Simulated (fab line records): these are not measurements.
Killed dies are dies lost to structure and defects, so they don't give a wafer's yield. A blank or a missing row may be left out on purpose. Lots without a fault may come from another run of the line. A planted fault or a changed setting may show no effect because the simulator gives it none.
fab line records    flow n5-finfet
[record] lots = 10  wafers = 30  last-day = 18
route steps=1938 shown TV_OPEN@1889 PASSIVATION@1915
lots with no fault: from the same line, run without faults
start-h: start of the lot's first displayed wafer, in hours after the record's first day    wait-h: time in hours since the lot's previous step    " repeats the value in the row above    L1.1+2: a row that stands for several wafers    - either no value or no given start    * or withheld: withheld    < > ~ a bound
route shown NAME@n: names a module that has steps shown in the file, with the first one's number in the route    usual: mean/standard deviation of fault-free wafers    same: alike in all rows    chamber/n: place in a boat    sites: the reading at each site    _std_site: standard deviation of those values    _edge_site: outer sites' mean less inner sites'    radius-mm: how far each site lies from the wafer's centre    mask NAME#n: copy n    behind: the last tool/chamber to shape the wafer    hold: what put the lot on hold/how long, in hours/how the hold closed    device: names the non-switching transistor (n, p or np)    end of line: tests run on the same wafers once the route is complete    step lacking rows: just its recipe    killed: dies lost to structure and defects at the first sort, not the wafer's yield    map: dies across one wafer; x = killed, . = not, _ = none there
set.NAME: the setting that was run; set.NAME@STEP: the one run at that earlier step    model.NAME: the simulator's own value behind a step, which no gauge read
one table for each step of the route and one row for each wafer, over a sample of lots
services: from which hour (start-h, from the record's first day; less than 0 if before it) a tool's chamber was out of use, for how many hours, and why
[[steps]]
[step N5_PASSIVATION_STRIP_14]
[recipe] chemistry = O2  power-w = 600  temp-c = 60  pressure-mtorr = 30  rf-frequency-hz = 6e+07  bias-power-w = 0  overash-fraction = 0.5  o2-flow-sccm = 225
[usual] drypump-motor-current-A = 5.9/0.42  oes-product-au = 0.76/0.087  rf-vpp-V = 3.7/0.98  showerhead-plenum-p-Torr = 2.11/0.055  throttle-valve-pct = 16.73/0.17
[same] bias-power-w = 0
lot.wafer  tool         chamber  start-h  wait-h  drypump-motor-current-A  oes-product-au  rf-hours-counter-h  rf-vpp-V  showerhead-plenum-p-Torr  throttle-valve-pct
L843.3     rie-diel-04  1        278.33   0.1     6.2                      0.74            174                 3.8       2.09                      16.92
L843.5     "            2        "        "       6.5                      0.71            -                   3.6       2.07                      16.69
L843.6     "            3        "        "       6.4                      0.70            -                   4.3       2.09                      16.72
L845.2     rie-diel-04  3        290.30   0.1     6.5                      0.68            201                 3.0       2.09                      16.74
L845.4     "            2        "        "       6.5                      0.72            -                   3.9       2.07                      16.70
L845.5     "            1        "        "       6.2                      0.73            -                   3.2       2.09                      16.92
L850.1     rie-diel-05  2        326.33   0.1     5.7                      0.71            241                 2.5       2.15                      16.99
L850.3     "            3        "        "       5.7                      0.81            95                  4.7       2.20                      16.71
L850.4     "            0        "        "       5.2                      0.75            130                 5.3       2.10                      16.92
L851.1     rie-diel-03  1        331.70   0.1     6.1                      0.82            78                  5.7       2.04                      16.63
L851.3     "            2        "        "       5.5                      0.71            223                 2.9       2.08                      16.63
L851.6     "            2        "        "       5.4                      0.72            -                   5.0       2.08                      16.59
L852.1     rie-diel-05  2        346.86   0.1     5.7                      0.70            248                 4.8       2.15                      17.00
L852.3     "            1        "        "       5.8                      0.70            216                 4.3       2.16                      16.82
L852.4     "            0        "        "       5.3                      0.75            138                 3.4       2.09                      16.92
L855.3     rie-diel-05  3        357.70   0.1     5.7                      0.79            107                 4.5       2.19                      16.72
L855.5     "            0        "        "       5.2                      0.75            -                   6.0       2.09                      16.94
L855.6     "            3        "        "       5.7                      0.79            -                   2.3       2.19                      16.76
L854.1     rie-diel-04  3        358.55   0.1     6.5                      0.68            222                 4.6       2.08                      16.77
L854.2     "            1        "        "       6.2                      0.73            200                 2.4       2.08                      16.96
L854.6     "            0        "        "       5.4                      0.78            -                   3.9       2.21                      16.56
L857.3     rie-diel-05  0        367.84   0.1     5.2                      0.74            146                 4.3       2.09                      16.92
L857.5     "            3        "        "       5.7                      0.79            -                   3.3       2.19                      16.74
L857.6     "            0        "        "       5.2                      0.75            -                   3.9       2.09                      16.90
L862.1     rie-diel-05  0        387.62   0.1     5.2                      0.75            152                 3.5       2.09                      16.94
L862.3     "            1        "        "       5.8                      0.68            230                 4.6       2.16                      16.89
L862.4     "            3        "        "       5.7                      0.79            116                 3.7       2.19                      16.76
L864.1     rie-diel-04  2        420.29   0.1     6.5                      0.97            12                  4.8       2.06                      16.33
L864.5     "            0        "        "       5.4                      0.77            -                   3.2       2.20                      16.60
L864.6     "            3        "        "       6.4                      0.65            -                   3.7       2.07                      16.78
[step N5_PASSIVATION_ETCH_15]
[recipe] chemistry = CF4/N2  target = SiCN  target-depth-a = 750  taper-deg = 2  time-s = 81.2  ion-energy-ev = 150  mask-material = SiNx  pressure-mtorr = 40  source-w = 430  bias-w = 70  Ar_flow_sccm = 100  cf4-flow-sccm = 60  n2-flow-sccm = 60
[usual] drypump-motor-current-A = 5.9/0.41  oes-product-au = 0.76/0.087  rf-vpp-V = 382.5/1.6  showerhead-plenum-p-Torr = 2.22/0.057  throttle-valve-pct = 15.49/0.18
lot.wafer  tool         chamber  start-h  wait-h  drypump-motor-current-A  oes-product-au  rf-hours-counter-h  rf-vpp-V  showerhead-plenum-p-Torr  throttle-valve-pct
L843.3     rie-diel-04  1        -        -       6.2                      0.73            174                 382.3     2.20                      15.66
L843.5     "            2        "        "       6.5                      0.71            -                   380.8     2.18                      15.48
L843.6     "            3        "        "       6.5                      0.69            -                   381.0     2.19                      15.46
L845.2     rie-diel-04  3        -        -       6.5                      0.68            201                 381.4     2.19                      15.48
L845.4     "            2        "        "       6.5                      0.70            -                   383.5     2.18                      15.48
L845.5     "            1        "        "       6.2                      0.73            -                   382.3     2.19                      15.68
L850.1     rie-diel-05  2        -        -       5.7                      0.70            241                 384.5     2.26                      15.77
L850.3     "            3        "        "       5.7                      0.80            95                  384.5     2.31                      15.50
L850.4     "            0        "        "       5.2                      0.76            130                 382.8     2.21                      15.69
L851.1     rie-diel-03  1        -        -       6.0                      0.83            78                  380.7     2.14                      15.30
L851.3     "            2        "        "       5.5                      0.71            223                 380.1     2.18                      15.38
L851.6     "            2        "        "       5.4                      0.72            -                   380.6     2.18                      15.40
L852.1     rie-diel-05  2        -        -       5.7                      0.69            248                 384.0     2.26                      15.79
L852.3     "            1        "        "       5.8                      0.69            216                 383.5     2.27                      15.62
L852.4     "            0        "        "       5.2                      0.74            138                 381.1     2.21                      15.69
L855.3     rie-diel-05  3        -        -       5.7                      0.79            107                 386.1     2.31                      15.51
L855.5     "            0        "        "       5.2                      0.75            -                   383.0     2.21                      15.71
L855.6     "            3        "        "       5.7                      0.80            -                   384.7     2.31                      15.51
L854.1     rie-diel-04  3        -        -       6.5                      0.67            222                 382.8     2.18                      15.51
L854.2     "            1        "        "       6.1                      0.71            200                 381.5     2.19                      15.73
L854.6     "            0        "        "       5.5                      0.79            -                   384.3     2.31                      15.31
L857.3     rie-diel-05  0        -        -       5.2                      0.74            146                 382.7     2.21                      15.73
L857.5     "            3        "        "       5.7                      0.79            -                   384.7     2.31                      15.52
L857.6     "            0        "        "       5.2                      0.74            -                   381.1     2.21                      15.72
L862.1     rie-diel-05  0        -        -       5.2                      0.75            152                 383.7     2.21                      15.72
L862.3     "            1        "        "       5.8                      0.69            230                 384.1     2.27                      15.64
L862.4     "            3        "        "       5.7                      0.78            116                 383.2     2.31                      15.51
L864.1     rie-diel-04  2        -        -       6.5                      0.97            12                  380.2     2.17                      15.03
L864.5     "            0        "        "       5.4                      0.78            -                   384.6     2.30                      15.35
L864.6     "            3        "        "       6.5                      0.66            -                   382.1     2.18                      15.54
[step N5_PASSIVATION_PECVD_53]
[recipe] material = SiO2  target-thk-a = 8000  temp-c = 400  precursor = TEOS/O2  pressure-torr = 6.5  rf-w = withheld  teos-flow-sccm = withheld  gas = O2  flow-sccm = 2650  time-s = 169.4
[usual] chamber-pressure-Torr = 6.500/0.013  run-length-s = 197.2/0.43
lot.wafer  tool      chamber  start-h  wait-h  chamber-pressure-Torr  run-length-s  since-wet-clean-h
L843.3     pecvd-04  0        281.69   0.0     6.505                  197.0         1348
L843.5     "         2        "        "       6.528                  197.3         -
L843.6     "         0        "        "       6.500                  197.6         -
L845.2     pecvd-01  0        294.84   0.0     6.481                  196.5         1180
L845.4     "         0        "        "       6.517                  196.6         -
L845.5     "         2        "        "       6.485                  198.4         -
L850.1     pecvd-02  2        328.69   0.0     6.532                  202.7         274
L850.3     "         0        "        "       6.500                  202.5         1033
L850.4     "         0        "        "       6.512                  202.6         -
L851.1     pecvd-01  0        334.19   0.0     6.495                  197.2         1219
L851.3     "         2        "        "       6.483                  197.9         461
L851.6     "         2        "        "       6.509                  197.4         -
L852.1     pecvd-02  1        351.20   0.0     6.481                  202.3         79
L852.3     "         2        "        "       6.494                  202.8         297
L852.4     "         0        "        "       6.484                  202.9         -
L855.3     pecvd-04  0        360.44   0.1     6.505                  197.0         1427
L855.5     "         2        "        "       6.504                  197.1         -
L855.6     "         1        "        "       6.490                  197.9         -
L854.1     pecvd-04  2        361.09   0.0     6.499                  197.9         673
L854.2     "         1        "        "       6.494                  198.0         240
L854.6     "         0        "        "       6.473                  197.7         -
L857.3     pecvd-01  1        370.64   0.0     6.505                  197.1         1981
L857.5     "         1        "        "       6.502                  197.4         -
L857.6     "         2        "        "       6.505                  197.5         -
L862.1     pecvd-01  0        390.15   0.0     6.498                  196.5         1275
L862.3     "         0        "        "       6.495                  196.6         -
L862.4     "         1        "        "       6.491                  197.2         -
L864.1     pecvd-01  2        422.79   0.0     6.508                  197.9         549
L864.5     "         2        "        "       6.498                  197.9         -
L864.6     "         1        "        "       6.506                  196.9         -
[step N5_PASSIVATION_DESCUM_46]
[recipe] chemistry = O2  time-s = 7.9  source-power-w = 50  bias-power-w = 20  pressure-mtorr = 20  rf-frequency-hz = 2.712e+07  temp-c = 40  o2-flow-sccm = 225
[usual] bias-power-w = 20.00/0.058  drypump-motor-current-A = 5.7/0.34  oes-product-au = 0.80/0.073  rf-vpp-V = 242.9/1.2  showerhead-plenum-p-Torr = 2.08/0.071  throttle-valve-pct = 20.32/0.14
lot.wafer  tool         chamber  start-h  wait-h  bias-power-w  drypump-motor-current-A  oes-product-au  rf-hours-counter-h  rf-vpp-V  showerhead-plenum-p-Torr  throttle-valve-pct
L843.3     rie-diel-06  0        282.45   0.0     19.94         5.3                      0.79            88                  244.4     2.21                      20.39
L843.5     "            1        "        "       20.05         5.6                      0.72            -                   242.8     2.07                      20.33
L843.6     "            2        "        "       20.09         5.7                      0.85            -                   242.8     2.03                      20.20
L845.2     rie-diel-02  3        295.60   0.0     20.07         5.2                      0.70            229                 244.4     2.15                      20.34
L845.4     "            1        "        "       20.05         5.8                      0.84            60                  242.8     2.04                      20.24
L845.5     "            2        "        "       19.99         5.7                      0.82            -                   241.6     2.03                      20.21
L850.1     rie-diel-06  1        329.59   0.3     20.00         5.6                      0.69            223                 242.3     2.07                      20.37
L850.3     "            3        "        "       19.96         6.1                      0.93            19                  245.6     2.23                      20.18
L850.4     "            0        "        "       19.98         5.3                      0.77            105                 244.5     2.20                      20.43
L851.1     rie-diel-06  1        334.82   0.0     19.87         5.6                      0.70            225                 243.7     2.06                      20.37
L851.3     "            2        "        "       19.94         5.7                      0.84            73                  242.4     2.02                      20.25
L851.6     "            0        "        "       20.05         5.3                      0.77            -                   246.8     2.20                      20.44
L852.1     rie-diel-02  1        351.83   0.0     20.10         5.8                      0.81            81                  241.2     2.03                      20.29
L852.3     "            2        "        "       20.03         5.6                      0.79            100                 241.7     2.02                      20.24
L852.4     "            3        "        "       20.02         5.2                      0.69            246                 243.6     2.15                      20.37
L855.3     rie-diel-01  0        361.07   0.0     19.98         5.2                      0.85            63                  242.4     2.03                      20.34
L855.5     "            3        "        "       20.01         6.4                      0.85            -                   242.5     2.03                      20.29
L855.6     "            2        "        "       20.03         5.7                      0.79            -                   242.3     2.03                      20.15
L854.1     rie-diel-02  0        361.72   0.0     20.04         5.9                      0.68            231                 243.6     2.16                      20.33
L854.2     "            2        "        "       19.99         5.6                      0.80            103                 242.2     2.02                      20.25
L854.6     "            2        "        "       20.02         5.6                      0.81            -                   242.3     2.02                      20.23
L857.3     rie-diel-02  1        371.40   0.0     19.95         5.9                      0.80            89                  242.4     2.03                      20.29
L857.5     "            0        "        "       20.14         5.9                      0.67            -                   243.6     2.16                      20.34
L857.6     "            1        "        "       19.97         5.8                      0.80            -                   241.0     2.03                      20.30
L862.1     rie-diel-01  1        391.15   0.3     19.99         5.5                      0.86            44                  242.7     2.05                      20.71
L862.3     "            3        "        "       20.00         6.4                      0.84            86                  243.8     2.03                      20.31
L862.4     "            2        "        "       19.95         5.8                      0.78            128                 242.3     2.03                      20.16
L864.1     rie-diel-01  3        423.55   0.0     20.00         6.4                      0.81            98                  243.2     2.02                      20.32
L864.5     "            1        "        "       20.09         5.5                      0.84            -                   242.6     2.05                      20.71
L864.6     "            3        "        "       20.10         6.4                      0.81            -                   242.7     2.02                      20.31
[[services]]
tool         chamber  start-h  hours  kind
rie-diel-04  3        264.39   11.2   repair
rie-diel-02  2        281.00   6.7    repair
rie-diel-04  0        290.08   9.8    repair
rie-diel-01  2        307.95   1.8    repair
rie-diel-03  3        308.45   5.8    repair
pecvd-01     -        312.06   6.0    pm
rie-diel-05  2        328.85   3.0    repair
rie-diel-05  1        340.18   4.2    repair
rie-diel-04  2        349.86   -      clean
rie-diel-04  2        349.86   -      consumable-replace:focus-ring
rie-diel-04  2        349.86   25.0   scheduled-down
rie-diel-04  2        349.86   25.0   vent-cycle
rie-diel-05  2        352.59   -      clean
rie-diel-05  2        352.59   -      consumable-replace:focus-ring
rie-diel-05  2        352.59   24.2   scheduled-down
rie-diel-05  2        352.59   24.2   vent-cycle
rie-diel-03  0        355.67   52.1   repair
pecvd-02     -        357.71   14.6   pm
rie-diel-06  0        360.39   6.0    repair
rie-diel-01  1        371.83   1.8    repair
pecvd-02     -        384.30   0.8    repair
pecvd-04     2        404.90   20.1   repair
pecvd-01     1        411.20   8.4    repair
rie-diel-01  0        411.27   16.4   repair
[[key]]
[first-sign] step = N5_PASSIVATION_PECVD_53  reading = run-length-s  direction = up  sigmas = 13  usual = *  struck = *
effect none on later readings
met-at N5_PASSIVATION_PECVD_53
struck-lots L850,L852
not-acting-at N5_PASSIVATION_STRIP_14,N5_PASSIVATION_ETCH_15,N5_PASSIVATION_DESCUM_46
[earlier-fault] kind = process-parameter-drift  tool = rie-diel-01  chamber = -  onset-h = 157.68  steps = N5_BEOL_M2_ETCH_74  channel = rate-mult  offset = 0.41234  shape = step
[fault] kind = process-parameter-drift  tool = pecvd-02  chamber = -  onset-h = 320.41  steps = N5_PASSIVATION_PECVD_53  channel = time-s  offset = *  shape = step  acts-in = *  stated = *
